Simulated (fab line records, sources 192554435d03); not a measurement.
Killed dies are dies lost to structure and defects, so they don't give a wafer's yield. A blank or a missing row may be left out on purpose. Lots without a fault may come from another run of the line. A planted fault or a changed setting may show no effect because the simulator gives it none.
A struck lot beside a sound one | flow n5_finfet | 14 steps out of a route of 1938
Sound: wafers L705.4, L705.5, L705.6. Struck: wafers L702.3, L702.4, L702.5. The cause comes at the end.
At each step with rows: each side's tool, then ch and its chambers, then its first start. Under that, the readings that differ: sound wafers | struck wafers | difference of the means | sigmas: that difference in standard deviations of wafers without a fault.
alike: readings whose means differ by less than 2 such deviations, and words and numbers that are the same on both sides. not compared: withheld readings, readings that some wafer has no value for, bounds like >300 that may hide the same value, and numbers for which the record gives no deviation and whose values overlap.
The two part at a step that has a row with sigmas, a row that says differs or no value, or rows on one side only. Numbers that don't overlap but have no deviation are shown without sigmas and don't part them. A reading that every wafer of one side lacks parts them only if that side has two wafers or more.

N5_BEOL_M9_ETCH_62: etches SOC in N2/H2, target depth 110 nm, overetch 22 nm, time 165 s.
  sound on rie_diel-04 ch 1,2,3, day 14 13:49; struck on rie_diel-01 ch 0,1,2, day 14 00:23
  alike: drypump_motor_current_A, oes_product_au, rf_vpp_V, showerhead_plenum_p_Torr, temp_c, throttle_valve_pct
  not compared: rf_hours_counter_h
then, 1 step without rows for these wafers: N5_BEOL_M9_STRIP_68 (strips in N2/H2).
N5_BEOL_M9_STRIP_67: strips in CF4.
  sound on rie_diel-04 ch 1,2,3, day 14 13:58; struck on rie_diel-01 ch 0,1,2, day 14 00:32
  alike: cf4_flow_sccm, drypump_motor_current_A, oes_product_au, rf_vpp_V, showerhead_plenum_p_Torr, throttle_valve_pct
  not compared: rf_hours_counter_h
N5_BEOL_M9_HM_OPEN_17: chemistry Cl2/BCl3, target TiN, target depth 20 nm, overetch 6 nm.
  sound on rie_metal-01 ch 0,1, day 14 14:02; struck on rie_metal-03 ch 0,1, day 14 00:37
  alike: drypump_motor_current_A, oes_product_au, throttle_valve_pct
  not compared: rf_hours_counter_h
N5_BEOL_M9_STRIP_19: strips in O2.
  sound on rie_diel-01 ch 0,2,3, day 14 14:14; struck on rie_diel-04 ch 0,2,3, day 14 00:41
  alike: drypump_motor_current_A, oes_product_au, rf_vpp_V, showerhead_plenum_p_Torr, temp_c, throttle_valve_pct
  not compared: rf_hours_counter_h
N5_BEOL_M9_CD_MEAS_18: pitch 140 nm, target cd 70 nm.
  sound on cd_sem-02, day 14 14:18; struck on cd_sem-03, day 14 00:46
  alike: cd_nm
then, 6 steps without rows for these wafers: N5_BEOL_M9_COAT_63 (time 60 s, resist thk 60 nm); N5_BEOL_M9_COAT_64 (time 60 s, resist thk 12 nm); N5_BEOL_M9_COAT_75 (time 60 s, resist thk 5 nm); N5_BEOL_M9_COAT_22 (resist thk 30 nm); N5_BEOL_M9_EBR_24; N5_BEOL_M9_SOFTBAKE_23 (time 60 s).
N5_BEOL_M9_EXPOSE_25: exposes mask V8.
  sound on euv_scanner-01 ch 0, day 14 14:29; struck on euv_scanner-01, day 14 01:35
  no value came back on the struck wafers for exposure_dose_mJ_cm2, focus_offset_nm (nm); on the sound wafers exposure_dose_mJ_cm2 reads 37.9 37.9 37.9
  alike: mask
then, 1 step without rows for these wafers: N5_BEOL_M9_PEB_26 (peb time 60 s).

WHERE THEY PART
Only at N5_BEOL_M9_EXPOSE_25, within this record.

WHY: what the simulator had put in
Skipped step whole: euv_scanner-01, from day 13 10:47 on, at N5_BEOL_M9_EXPOSE_25. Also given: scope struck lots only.
